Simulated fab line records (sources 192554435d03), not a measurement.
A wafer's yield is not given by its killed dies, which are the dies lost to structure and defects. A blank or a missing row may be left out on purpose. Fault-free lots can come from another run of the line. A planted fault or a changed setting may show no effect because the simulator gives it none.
fab line records	flow n5-finfet
record: lots: 6	wafers: 18	last-day: 16
route steps=1938 shown BEOL_M0@719 BEOL_M4@1111 PASSIVATION@1936
lots that met no fault: taken from a fault-free run of the same line
start-h: hours from the record's opening day to when the first of the lot's shown wafers began	wait-h: how many hours have passed since the lot's step before this one	" same as the row above	L1.1+2: several wafers, shown together as one row	- no value present, or no start provided	* or withheld: withheld	< > ~ a bound
route shown NAME@n: a module of which the file shows steps, and the number in the route of the first	usual: mean and standard deviation over wafers with no fault	same: alike in all rows	chamber/n: place in a boat	sites: readings site by site	_std_site: standard deviation of those values	_edge_site: the outer-site mean with the inner-site mean subtracted	radius-mm: how far each site lies from the wafer's centre	mask NAME#n: copy n	behind: the most recent tool/chamber to have shaped the wafer	hold: cause of the lot's hold/its duration in hours/its outcome	device: the transistor (n, p or np) that didn't switch	end of line: tests run on the same wafers once the route is complete	step lacking rows: just its recipe	killed: at the first sort, the dies lost to defects and structure; wafer yield is something else	map: the dies of a wafer, with x for killed, . for not killed, _ for no die there
set.NAME: the setting that was run; set.NAME@STEP: the one run at that earlier step	model.NAME: the simulator's own value behind a step, which no gauge read
lots at some steps of the route; a table a step, a row a wafer
services: when a tool's chamber went out of use (start-h, in hours from the record's first day, below 0 if earlier), for how many hours, and the reason
== steps ==
step: N5_BEOL_M0_WET_ETCH_106
recipe: chemistry: DHF	dilution: 10:1	temp-c: 25	target: SiO2	target-depth-a: 1300	dry: ipa-marangoni	rinse-time-s: 30	rinse-temp-c: 23
step: N5_BEOL_M0_ETCH_128
recipe: chemistry: CF4/N2	target-depth-a: 120	overetch-a: 51	target: SiCN	time-s: 21.4	ion-energy-ev: 150	pressure-mtorr: 40	source-w: 430	bias-w: 70	Ar_flow_sccm: 100	cf4-flow-sccm: 60	n2-flow-sccm: 60
usual: drypump-motor-current-A: 5.8/0.57	n2-flow-sccm: 59.99/0.19	oes-product-au: 0.54/0.049	rf-vpp-V: 382.1/1.8	showerhead-plenum-p-Torr: 2.20/0.069	throttle-valve-pct: 15.44/0.26
lot.wafer	tool	chamber	start-h	wait-h	drypump-motor-current-A	n2-flow-sccm	oes-product-au	rf-hours-counter-h	rf-vpp-V	showerhead-plenum-p-Torr	throttle-valve-pct
L304.2	rie-diel-02	2	148.28	0.7	6.5	59.94	0.56	77	383.2	2.23	15.50
L304.4	"	0	"	"	5.3	59.87	0.62	20	382.6	2.16	14.91
L304.5	"	0	"	"	5.3	60.16	0.61	-	380.4	2.16	14.87
L307.2	rie-diel-06	1	154.16	0.0	5.7	60.14	0.52	131	385.0	2.30	15.73
L307.3	"	3	"	"	4.9	60.19	0.56	81	383.1	2.23	15.43
L307.5	"	2	"	"	5.9	59.92	0.50	-	379.9	2.12	15.29
L316.2	rie-diel-06	0	218.13	0.0	6.8	60.09	0.53	124	381.1	2.13	15.20
L316.4	"	3	"	"	4.9	60.12	0.54	109	382.9	2.22	15.50
L316.5	"	0	"	"	6.8	60.07	0.54	-	380.2	2.13	15.18
L318.2	rie-diel-02	0	226.10	0.2	5.2	60.03	0.58	41	381.6	2.15	14.94
L318.3	"	1	"	"	5.5	60.03	0.48	225	383.2	2.27	15.71
L318.5	"	0	"	"	5.2	60.07	0.59	-	382.2	2.15	14.95
L319.2	rie-diel-02	2	233.41	0.2	6.5	60.08	0.56	101	381.9	2.22	15.56
L319.3	"	0	"	"	5.3	60.16	0.58	44	379.5	2.15	14.93
L319.6	"	2	"	"	6.5	60.17	0.56	-	381.6	2.22	15.56
L320.1	rie-diel-04	3	238.57	0.7	6.0	60.15	0.55	83	384.5	2.32	15.33
L320.5	"	2	"	"	5.8	59.81	0.55	-	380.3	2.14	15.44
L320.6	"	3	"	"	6.0	60.05	0.56	-	384.9	2.32	15.33
step: N5_BEOL_M0_TRENCH_ETCH_107
recipe: chemistry: C4F6/O2	target-depth-a: 328	target: SiOC	time-s: 16.4	ion-energy-ev: 250	pressure-mtorr: 30	source-w: 355	bias-w: 185	Ar_flow_sccm: 300	C4F6_flow_sccm: 10	O2_flow_sccm: 10
step: N5_BEOL_M0_STRIP_142
recipe: chemistry: N2/H2	time-s: 10	power-w: 450	temp-c: 40	pressure-mtorr: 20	rf-frequency-hz: 6e+07	bias-power-w: 7	n2-flow-sccm: 200	h2-flow-sccm: 200
usual: drypump-motor-current-A: 5.8/0.57	h2-flow-sccm: 199.9/0.57	n2-flow-sccm: 199.9/0.58	oes-product-au: 0.78/0.076	rf-vpp-V: 59.0/0.84	showerhead-plenum-p-Torr: 2.53/0.084	throttle-valve-pct: 23.7/0.34
lot.wafer	tool	chamber	start-h	wait-h	drypump-motor-current-A	h2-flow-sccm	n2-flow-sccm	oes-product-au	rf-hours-counter-h	rf-vpp-V	showerhead-plenum-p-Torr	throttle-valve-pct
L304.2	rie-diel-02	2	148.35	0.0	6.5	200.6	200.6	0.84	77	59.6	2.57	23.8
L304.4	"	0	"	"	5.2	200.8	200.1	0.91	20	59.8	2.49	23.5
L304.5	"	0	"	"	5.2	200.1	199.0	0.92	-	59.6	2.49	23.5
L307.2	rie-diel-06	1	154.23	0.0	5.7	199.9	199.8	0.75	131	60.1	2.66	24.1
L307.3	"	3	"	"	4.9	199.9	200.8	0.82	81	58.2	2.57	24.0
L307.5	"	2	"	"	5.9	200.1	200.7	0.73	-	59.3	2.43	23.3
L316.2	rie-diel-06	0	218.20	0.0	6.9	200.1	200.8	0.77	124	59.4	2.45	23.3
L316.4	"	3	"	"	4.9	199.6	199.9	0.79	109	60.1	2.56	24.1
L316.5	"	0	"	"	6.8	199.7	200.1	0.77	-	59.3	2.45	23.2
L318.2	rie-diel-02	0	226.16	0.0	5.3	198.4	199.6	0.87	41	58.4	2.48	23.5
L318.3	"	1	"	"	5.5	200.0	199.5	0.69	225	58.7	2.62	24.0
L318.5	"	0	"	"	5.3	199.8	200.4	0.87	-	58.1	2.48	23.5
L319.2	rie-diel-02	2	233.47	0.0	6.5	200.0	201.1	0.82	101	59.4	2.56	23.8
L319.3	"	0	"	"	5.3	199.5	199.4	0.86	44	60.9	2.48	23.5
L319.6	"	2	"	"	6.5	200.1	201.0	0.82	-	59.0	2.56	23.8
L320.1	rie-diel-04	3	238.64	0.0	6.0	200.4	200.3	0.82	83	59.6	2.68	23.6
L320.5	"	2	"	"	5.8	200.2	199.5	0.81	-	59.1	2.46	23.8
L320.6	"	3	"	"	6.0	199.9	200.5	0.81	-	58.0	2.68	23.6
step: N5_BEOL_M0_OCD_MEAS_108
usual: trench-depth-nm: 32.8/0.61
lot.wafer	tool	chamber	start-h	wait-h	trench-depth-nm
L304.2	ocd-01	-	148.43	0.1	33.8
L304.4	"	-	"	"	33.3
L304.5	"	-	"	"	33.8
L307.2	ocd-02	-	154.31	0.1	32.4
L307.3	"	-	"	"	33.5
L307.5	"	-	"	"	32.2
L316.2	ocd-02	-	218.28	0.1	32.4
L316.4	"	-	"	"	32.3
L316.5	"	-	"	"	32.3
L318.2	ocd-01	-	226.26	0.1	33.5
L318.3	"	-	"	"	32.4
L318.5	"	-	"	"	33.5
L319.2	ocd-01	-	233.56	0.1	32.1
L319.3	"	-	"	"	32.9
L319.6	"	-	"	"	32.9
L320.1	ocd-01	-	238.72	0.1	33.0
L320.5	"	-	"	"	33.0
L320.6	"	-	"	"	32.8
step: N5_BEOL_M0_HM_STRIP_129
recipe: chemistry: peroxide-tin-strip	material: TiN	target-depth-a: 170	temp-c: 50	time-s: 108
step: N5_BEOL_M0_SRD_130
recipe: time-s: 30	temp-c: 23	rinse-liquid: diw	dry: ipa-marangoni
step: N5_BEOL_M0_ETCH_109
recipe: chemistry: CH3F/O2	target-depth-a: 80	overetch-a: 24	target: SiCN	time-s: 27.4	ion-energy-ev: 120	pressure-mtorr: 30	source-w: 395	bias-w: 75	Ar_flow_sccm: 150	CH3F_flow_sccm: 30	O2_flow_sccm: 20
usual: drypump-motor-current-A: 5.9/0.48	oes-product-au: 0.68/0.073	rf-vpp-V: 297.3/1.5	showerhead-plenum-p-Torr: 2.00/0.066	throttle-valve-pct: 16.32/0.25
lot.wafer	tool	chamber	start-h	wait-h	drypump-motor-current-A	oes-product-au	rf-hours-counter-h	rf-vpp-V	showerhead-plenum-p-Torr	throttle-valve-pct
L304.2	rie-diel-04	1	148.76	0.2	5.9	0.57	253	295.6	1.96	16.60
L304.4	"	1	"	"	5.9	0.57	-	297.1	1.96	16.61
L304.5	"	2	"	"	5.8	0.73	-	297.5	1.95	16.28
L307.2	rie-diel-02	0	154.42	0.0	5.2	0.75	22	297.6	1.96	15.79
L307.3	"	3	"	"	5.1	0.58	220	296.6	1.98	16.80
L307.5	"	1	"	"	5.5	0.61	-	297.7	2.06	16.52
L316.2	rie-diel-02	3	218.38	0.0	5.1	0.57	237	295.8	1.97	16.82
L316.4	"	1	"	"	5.5	0.61	223	297.8	2.06	16.57
L316.5	"	2	"	"	6.5	0.70	-	295.5	2.02	16.44
L318.2	rie-diel-06	1	226.36	0.0	5.7	0.63	159	299.3	2.08	16.68
L318.3	"	2	"	"	5.9	0.61	176	294.0	1.91	16.24
L318.5	"	1	"	"	5.7	0.64	-	298.7	2.08	16.66
L319.2	rie-diel-02	3	234.02	0.4	5.1	0.57	244	297.5	1.97	16.85
L319.3	"	0	"	"	5.3	0.73	45	297.9	1.95	15.82
L319.6	"	1	"	"	5.5	0.61	-	297.9	2.05	16.58
L320.1	rie-diel-06	3	238.82	0.0	4.9	0.66	115	296.6	2.01	16.39
L320.5	"	0	"	"	6.9	0.65	-	296.1	1.92	16.02
L320.6	"	3	"	"	4.9	0.67	-	298.6	2.01	16.39
step: N5_BEOL_M0_STRIP_139
recipe: chemistry: post-etch-residue-remover	time-s: 60	temp-c: 25	remover-ph: withheld	remover-water-wt-pct: withheld	remover-fluoride-wt-pct: withheld
step: N5_BEOL_M0_SRD_111
recipe: time-s: 30	temp-c: 23	rinse-liquid: diw	dry: ipa-marangoni
step: N5_BEOL_M0_DEGAS_112
recipe: ambient: vacuum	temp-c: 250	time-s: 60
step: N5_BEOL_M0_PRE_CLEAN_113
recipe: gas: H2/He	time-s: 30	temp-c: 250
usual: heater-power-w: 343/36	susceptor-temp-C: 250.00/0.17
lot.wafer	tool	chamber	start-h	wait-h	heater-power-w	susceptor-temp-C
L304.2	pvd-sputter-02	-	148.97	0.0	367	249.61
L304.4	"	-	"	"	394	250.08
L304.5	"	-	"	"	404	249.92
L307.2	pvd-sputter-02	-	154.93	0.0	386	250.18
L307.3	"	-	"	"	297	250.08
L307.5	"	-	"	"	367	250.04
L316.2	pvd-sputter-01	-	218.96	0.0	369	249.96
L316.4	"	-	"	"	294	249.95
L316.5	"	-	"	"	361	250.07
L318.2	pvd-sputter-02	-	227.25	0.0	300	250.21
L318.3	"	-	"	"	371	249.85
L318.5	"	-	"	"	362	249.82
L319.2	pvd-sputter-02	-	234.27	0.0	362	250.07
L319.3	"	-	"	"	302	249.73
L319.6	"	-	"	"	361	249.87
L320.1	pvd-sputter-02	-	239.38	0.0	301	249.88
L320.5	"	-	"	"	373	249.83
L320.6	"	-	"	"	395	250.47
step: N5_BEOL_M0_ALD_136
recipe: material: TaN	target-thk-a: *	temp-c: 275	ald-precursor-family: PDMAT	ald-co-reactant: NH3	pressure-torr: 3	carrier-flow-sccm: 1500	pulse-time-s: 2	purge-time-s: 3	co-reactant-purge-time-s: 2	co-reactant-pulse-time-s: 3	ald-cycles: 30	precursor-vessel-temp-c: 75	precursor-vessel-pressure-torr: 26.25	precursor-vessel-carrier-sccm: 1000
usual: heater-power-w: 435/43	purge-time-s: 3/0	susceptor-temp-C: 275.02/0.17
same: co-reactant-purge-time-s: 2
lot.wafer	tool	chamber	start-h	wait-h	heater-power-w	purge-time-s	susceptor-temp-C
L304.2	ald-metal-01	1	149.26	0.3	393	3	275.02
L304.4	"	2	"	"	474	3	274.61
L304.5	"	1	"	"	377	3	274.88
L307.2	ald-metal-02	3	154.99	0.0	415	3	274.69
L307.3	"	0	"	"	425	3	274.86
L307.5	"	2	"	"	416	3	275.05
L316.2	ald-metal-04	2	219.04	0.1	507	3	275.08
L316.4	"	3	"	"	502	3	275.06
L316.5	"	1	"	"	496	3	275.22
L318.2	ald-metal-01	3	227.35	0.1	388	2.8633	-
L318.3	"	2	"	"	479	2.8633	-
L318.5	"	3	"	"	384	2.8633	-
L319.2	ald-metal-01	2	234.36	0.1	481	2.8633	-
L319.3	"	1	"	"	375	2.8633	-
L319.6	"	0	"	"	444	2.8633	-
L320.1	ald-metal-02	3	239.45	0.0	397	3	274.96
L320.5	"	2	"	"	423	3	275.00
L320.6	"	3	"	"	395	3	275.13
step: N5_BEOL_M0_SURFACE_TREAT_137
recipe: gas: Ar	time-s: *	ion-energy-ev: *	ion-current-ma-cm2: 0.5	pressure-mtorr: *	ar-flow-sccm: 30
usual: throttle-valve-pct: *
lot.wafer	tool	chamber	start-h	wait-h	throttle-valve-pct
L304.2	pvd-sputter-03	-	150.78	1.4	*
L304.4	"	-	"	"	*
L304.5	"	-	"	"	*
L307.2	pvd-sputter-01	-	155.25	0.2	*
L307.3	"	-	"	"	*
L307.5	"	-	"	"	*
L316.2	pvd-sputter-02	-	219.45	0.3	*
L316.4	"	-	"	"	*
L316.5	"	-	"	"	*
L318.2	pvd-sputter-01	-	228.96	1.5	*
L318.3	"	-	"	"	*
L318.5	"	-	"	"	*
L319.2	pvd-sputter-01	-	236.11	1.6	*
L319.3	"	-	"	"	*
L319.6	"	-	"	"	*
L320.1	pvd-sputter-02	-	239.70	0.2	*
L320.5	"	-	"	"	*
L320.6	"	-	"	"	*
step: N5_BEOL_M4_RC_MEAS_101
usual: DIBL_N: 36.3/1	DIBL_P: 36.2/1.4	IOFF_N: 0.157/0.021	IOFF_P: 0.206/0.025	ION_N: 673/9	ION_P: 461/6.4	SS_N: 71.5/0.5	SS_P: 73.2/0.47	VT_N: 249.9/2.4	VT_P: -250.6/2.9
lot.wafer	tool	chamber	start-h	wait-h	DIBL_N[mV/V]	DIBL_P[mV/V]	IOFF_N[nA/um]	IOFF_P[nA/um]	ION_N[uA/um]	ION_P[uA/um]	SS_N[mV/dec]	SS_P[mV/dec]	VT_N[mV]	VT_P[mV]
L304.2	prober-01	0	203.38	0.2	36.1	37.2	0.145	0.207	681	467	71.0	72.4	250.6	-250.6
L304.4	"	0	"	"	36.2	35.7	0.135	0.195	671	464	71.0	72.9	249.6	-250.6
L304.5	"	0	"	"	35.5	35.3	0.130	0.185	672	462	71.1	72.8	251.0	-252.9
L307.2	prober-01	0	205.92	0.2	35.4	36.7	0.171	0.242	685	475	71.3	73.3	246.4	-247.5
L307.3	"	0	"	"	35.2	36.4	0.175	0.233	681	466	71.3	73.0	248.7	-247.1
L307.5	"	0	"	"	36.5	37.6	0.194	0.253	675	463	73.0	73.9	245.6	-245.2
L316.2	prober-01	0	255.78	0.2	35.6	33.8	0.126	0.183	664	460	71.2	72.9	251.8	-251.5
L316.4	"	0	"	"	35.0	33.9	0.120	0.179	667	457	70.8	73.3	252.0	-251.5
L316.5	"	0	"	"	38.7	37.9	0.177	0.247	671	464	71.3	73.9	247.2	-248.3
L318.2	prober-01	0	271.26	0.2	36.2	35.9	0.151	0.209	676	466	71.1	72.9	249.4	-249.9
L318.3	"	0	"	"	36.5	36.0	0.153	0.212	676	463	71.5	72.7	250.3	-248.4
L318.5	"	0	"	"	36.6	36.2	0.152	0.218	670	466	71.2	73.3	250.0	-247.1
L319.2	prober-02	0	281.26	0.2	36.6	34.8	0.135	0.168	669	453	70.4	73.2	254.0	-258.1
L319.3	"	0	"	"	37.9	36.4	0.154	0.194	660	451	71.8	73.4	250.3	-253.6
L319.6	"	0	"	"	35.5	33.2	0.115	0.150	644	440	71.3	72.7	256.4	-258.1
L320.1	prober-01	0	287.14	0.7	35.0	35.7	0.142	0.211	672	465	71.1	73.6	251.9	-249.7
L320.5	"	0	"	"	34.8	34.8	0.135	0.197	663	460	71.2	72.9	253.0	-250.3
L320.6	"	0	"	"	34.8	35.1	0.132	0.201	666	462	71.5	73.0	251.2	-251.1
step: N5_PASSIVATION_PROBE_49
usual: defect-limited-yield: 91.1/1.3	killed_at_M0_to_M3: 36/10	killed_at_M4_up: 14/4.4	killed-at-contacts: 14/5.7	killed-at-front-end: 39/9.4	killed-at-other: 2.9/2.6	killed-dies: 105/15	killed-open: 70/12	killed-short: 34/7.1	sort_bin_5_function: 5.3/0.77	sort_bin_6_memory: 3.3/0.66	sort_bin_8_speed: 0.00/0.007	sort-n-pass: 1075/15	sort-yield-pct: 91.1/1.3
same: gross-dies: 1180	killed-at-back-side: 0	sort_bin_4_leakage[%]: 0
lot.wafer	tool	chamber	start-h	wait-h	defect-limited-yield[%]	killed_at_M0_to_M3	killed_at_M4_up	killed-at-contacts	killed-at-front-end	killed-at-other	killed-dies	killed-open	killed-short	sort_bin_5_function[%]	sort_bin_6_memory[%]	sort_bin_8_speed[%]	sort-n-pass	sort-yield-pct[%]
L304.2	prober-01	-	298.54	0.1	88.5	58	19	11	45	3	136	85	47	6.9	3.8	0	1044	88.5
L304.4	prober-01	-	298.64	0.2	90.2	36	9	17	47	7	116	75	38	5.8	3.8	0	1064	90.2
L304.5	prober-01	-	298.69	0.2	90.4	44	8	12	47	2	113	69	42	5.3	3.7	0	1067	90.4
L307.2	prober-01	-	308.58	0.1	91.5	43	9	13	34	1	100	59	36	5.2	3.1	0	1080	91.5
L307.3	prober-01	-	308.63	0.1	92.4	34	19	12	22	3	90	54	34	4.8	2.4	0	1090	92.4
L307.5	prober-01	-	308.73	0.2	89.9	55	18	12	32	2	119	81	33	7.0	2.7	0	1061	89.9
L316.2	prober-02	-	351.99	0.1	91.6	26	8	24	41	0	99	73	26	5.5	2.7	0	1081	91.6
L316.4	prober-02	-	352.09	0.2	91.4	41	13	16	31	1	102	75	25	4.8	3.4	0	1078	91.4
L316.5	prober-02	-	352.14	0.2	91.3	39	12	9	41	2	103	70	32	5.6	2.9	0	1077	91.3
L318.2	prober-01	-	373.48	0.1	90.5	68	8	10	23	3	112	65	43	5.8	3.2	0	1068	90.5
L318.3	prober-01	-	373.53	0.1	91.3	29	21	18	33	2	103	68	32	5.4	2.9	0	1077	91.3
L318.5	prober-01	-	373.63	0.2	88.9	51	16	12	48	4	131	77	49	7.4	3.6	0	1049	88.9
L319.2	prober-02	-	389.55	0.1	88.6	72	15	4	43	1	135	87	46	6.6	4.2	0	1045	88.6
L319.3	prober-02	-	389.60	0.1	88.2	50	20	13	54	2	139	92	39	6.0	4.7	0	1041	88.2
L319.6	prober-02	-	389.75	0.3	89.6	35	24	22	42	0	123	85	38	6.4	4.0	0.08	1056	89.5
L320.1	prober-02	-	390.17	0.0	90.5	36	17	18	41	0	112	71	38	5.8	3.4	0	1068	90.5
L320.5	prober-02	-	390.37	0.2	89.8	38	10	33	39	0	120	87	33	5.5	4.4	0	1060	89.8
L320.6	prober-02	-	390.42	0.3	90.5	55	11	15	31	0	112	75	36	5.4	3.6	0	1068	90.5
killed by level:class
L304.2 BEOL_M0_SAQP:geometric-particle:open=18 BEOL_M0_SAQP:geometric-particle:short=15 STI_FIN_REVEAL:geometric-particle:open=8 MOL_CONTACT_COAG:geometric-particle:open=8 BEOL_M1:geometric-particle:open=8 BEOL_M4:geometric-particle:open=7 FIN_SAQP:geometric-particle:open=6 DUMMY_GATE:geometric-particle:open=6
L304.4 MOL_CONTACT_COAG:geometric-particle:open=13 STI_FIN_REVEAL:geometric-particle:open=12 BEOL_M3:geometric-particle:open=8 FIN_SAQP:geometric-particle:open=7 BEOL_M1:geometric-particle:open=7 ILD0:geometric-particle:short=5 BEOL_M0_SAQP:geometric-particle:open=5 BEOL_M0_SAQP:geometric-particle:short=5
L304.5 STI_FIN_REVEAL:geometric-particle:open=14 FIN_SAQP:geometric-particle:short=12 MOL_CONTACT_COAG:geometric-particle:open=12 BEOL_M0_SAQP:geometric-particle:short=12 BEOL_M0_SAQP:geometric-particle:open=10 BEOL_M1:geometric-particle:open=10 FIN_SAQP:geometric-particle:open=4 GATE_CUT:geometric-particle:open=4
L307.2 BEOL_M1:geometric-particle:open=15 FIN_SAQP:geometric-particle:short=11 BEOL_M0_SAQP:geometric-particle:open=11 MOL_CONTACT_COAG:geometric-particle:open=10 BEOL_M0_SAQP:geometric-particle:short=9 STARTING-WAFER:geometric-particle:open=6 FIN_SAQP:geometric-particle:open=3 GATE_CUT:geometric-particle:short=3
L307.3 MOL_CONTACT_COAG:geometric-particle:open=9 BEOL_M5:geometric-particle:open=9 BEOL_M3:geometric-particle:open=8 FIN_SAQP:geometric-particle:short=7 BEOL_M1:geometric-particle:open=6 BEOL_M0_SAQP:geometric-particle:short=5 BEOL_M1:geometric-particle:short=5 BEOL_M4:geometric-particle:open=5
L307.5 BEOL_M1:geometric-particle:open=13 MOL_CONTACT_COAG:geometric-particle:open=11 FIN_SAQP:geometric-particle:short=10 BEOL_M0_SAQP:geometric-particle:open=10 BEOL_M3:geometric-particle:open=9 BEOL_M2:geometric-particle:open=8 FIN_SAQP:geometric-particle:open=7 BEOL_M4:geometric-particle:open=7
L316.2 MOL_CONTACT_COAG:geometric-particle:open=20 STI_FIN_REVEAL:geometric-particle:open=14 FIN_SAQP:geometric-particle:open=8 BEOL_M2:geometric-particle:open=7 BEOL_M3:geometric-particle:open=7 FIN_SAQP:geometric-particle:short=5 BEOL_M1:geometric-particle:open=5 MOL_CONTACT_COAG:geometric-particle:short=4
L316.4 MOL_CONTACT_COAG:geometric-particle:open=15 BEOL_M1:geometric-particle:open=10 BEOL_M2:geometric-particle:open=8 BEOL_M3:geometric-particle:open=8 BEOL_M4:geometric-particle:open=7 FIN_SAQP:geometric-particle:open=6 STI_FIN_REVEAL:geometric-particle:open=5 BEOL_M1:geometric-particle:short=5
L316.5 FIN_SAQP:geometric-particle:open=11 BEOL_M1:geometric-particle:open=11 MOL_CONTACT_COAG:geometric-particle:open=8 BEOL_M0_SAQP:geometric-particle:open=8 FIN_SAQP:geometric-particle:short=6 STI_FIN_REVEAL:geometric-particle:open=6 BEOL_M2:geometric-particle:open=6 BEOL_M3:geometric-particle:open=4
L318.2 BEOL_M0_SAQP:geometric-particle:open=27 BEOL_M0_SAQP:geometric-particle:short=22 MOL_CONTACT_COAG:geometric-particle:open=8 BEOL_M1:geometric-particle:short=6 STI_FIN_REVEAL:geometric-particle:open=5 BEOL_M3:geometric-particle:open=5 BEOL_M2:geometric-particle:open=4 HKMG_FIN:area-etch=3
L318.3 MOL_CONTACT_COAG:geometric-particle:open=14 BEOL_M0_SAQP:geometric-particle:open=12 STI_FIN_REVEAL:geometric-particle:open=8 BEOL_M0_SAQP:geometric-particle:short=8 BEOL_M4:geometric-particle:open=6 BEOL_M2:geometric-particle:open=6 FIN_SAQP:geometric-particle:open=5 BEOL_M4:geometric-particle:short=5
L318.5 BEOL_M0_SAQP:geometric-particle:short=20 BEOL_M0_SAQP:geometric-particle:open=14 STI_FIN_REVEAL:geometric-particle:open=11 MOL_CONTACT_COAG:geometric-particle:open=11 BEOL_M5:geometric-particle:open=7 ILD0:geometric-particle:open=5 GATE_CUT:geometric-particle:short=5 BEOL_M2:geometric-particle:open=5
L319.2 BEOL_M3:geometric-particle:open=20 BEOL_M0_SAQP:geometric-particle:short=13 FIN_SAQP:geometric-particle:open=11 BEOL_M0_SAQP:geometric-particle:open=11 BEOL_M1:geometric-particle:open=10 STI_FIN_REVEAL:geometric-particle:open=9 BEOL_M4:geometric-particle:open=7 FIN_SAQP:geometric-particle:short=6
L319.3 STI_FIN_REVEAL:geometric-particle:open=15 BEOL_M3:geometric-particle:open=15 BEOL_M4:geometric-particle:open=12 MOL_CONTACT_COAG:geometric-particle:open=11 FIN_SAQP:geometric-particle:open=9 BEOL_M3:geometric-particle:short=7 FIN_SAQP:geometric-particle:short=6 BEOL_M0_SAQP:geometric-particle:short=6
L319.6 MOL_CONTACT_COAG:geometric-particle:open=16 BEOL_M4:geometric-particle:open=13 FIN_SAQP:geometric-particle:open=10 STI_FIN_REVEAL:geometric-particle:open=9 MOL_CONTACT_COAG:geometric-particle:short=6 BEOL_M0_SAQP:geometric-particle:open=6 BEOL_M0:geometric-particle:open=6 BEOL_M2:geometric-particle:open=5
L320.1 MOL_CONTACT_COAG:geometric-particle:open=15 BEOL_M0_SAQP:geometric-particle:short=11 BEOL_M0_SAQP:geometric-particle:open=11 FIN_SAQP:geometric-particle:open=9 BEOL_M4:geometric-particle:open=9 FIN_SAQP:geometric-particle:short=7 BEOL_M2:geometric-particle:open=5 ILD0:geometric-particle:open=4
L320.5 MOL_CONTACT_COAG:geometric-particle:open=26 STI_FIN_REVEAL:geometric-particle:open=15 BEOL_M1:geometric-particle:open=13 BEOL_M0_SAQP:geometric-particle:open=9 MOL_CONTACT_COAG:geometric-particle:short=7 BEOL_M2:geometric-particle:open=6 BEOL_M0_SAQP:geometric-particle:short=5 FIN_SAQP:geometric-particle:open=4
L320.6 BEOL_M0_SAQP:geometric-particle:open=16 MOL_CONTACT_COAG:geometric-particle:open=12 BEOL_M0:geometric-particle:open=10 BEOL_M0_SAQP:geometric-particle:short=9 FIN_SAQP:geometric-particle:open=7 BEOL_M2:geometric-particle:open=7 GATE_CUT:geometric-particle:short=6 FIN_SAQP:geometric-particle:short=5
== services ==
tool	chamber	start-h	hours	kind
pvd-sputter-02	-	125.20	3.7	repair
rie-diel-04	1	151.30	-	clean
rie-diel-04	1	151.30	-	consumable-replace:focus-ring
rie-diel-04	1	151.30	20.6	scheduled-down
rie-diel-04	1	151.30	20.6	vent-cycle
rie-diel-06	2	154.30	2.7	repair
rie-diel-02	-	187.98	14.6	pm
rie-diel-04	0	191.11	-	clean
rie-diel-04	0	191.11	-	consumable-replace:focus-ring
rie-diel-04	0	191.11	17.0	scheduled-down
rie-diel-04	0	191.11	17.0	vent-cycle
ald-metal-02	-	201.78	6.0	pm
rie-diel-04	1	209.25	5.5	repair
ald-metal-02	0	223.66	15.9	repair
rie-diel-04	0	234.06	1.5	repair
== key ==
first-sign: step: N5_BEOL_M0_ALD_136	reading: purge-time-s	direction: down	sigmas: 99+	usual: *	struck: *
effect none on later readings
met-at N5_BEOL_M0_ALD_136
struck-wafers L318.2,L318.3,L318.5,L319.2,L319.3,L319.6
onset-between 149.26 227.35
earlier-fault: kind: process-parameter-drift	tool: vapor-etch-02	chamber: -	onset-h: 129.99	steps: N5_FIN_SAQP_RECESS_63	channel: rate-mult	offset: 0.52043	shape: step
earlier-fault: kind: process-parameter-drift	tool: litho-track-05	chamber: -	onset-h: 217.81	steps: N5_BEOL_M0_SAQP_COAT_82	channel: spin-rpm	offset: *	shape: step	acts-in: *	stated: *
fault: kind: process-parameter-drift	tool: ald-metal-01	chamber: -	onset-h: 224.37	steps: N5_BEOL_M0_ALD_136	channel: purge-time-s	offset: *	shape: step	acts-in: *	stated: *
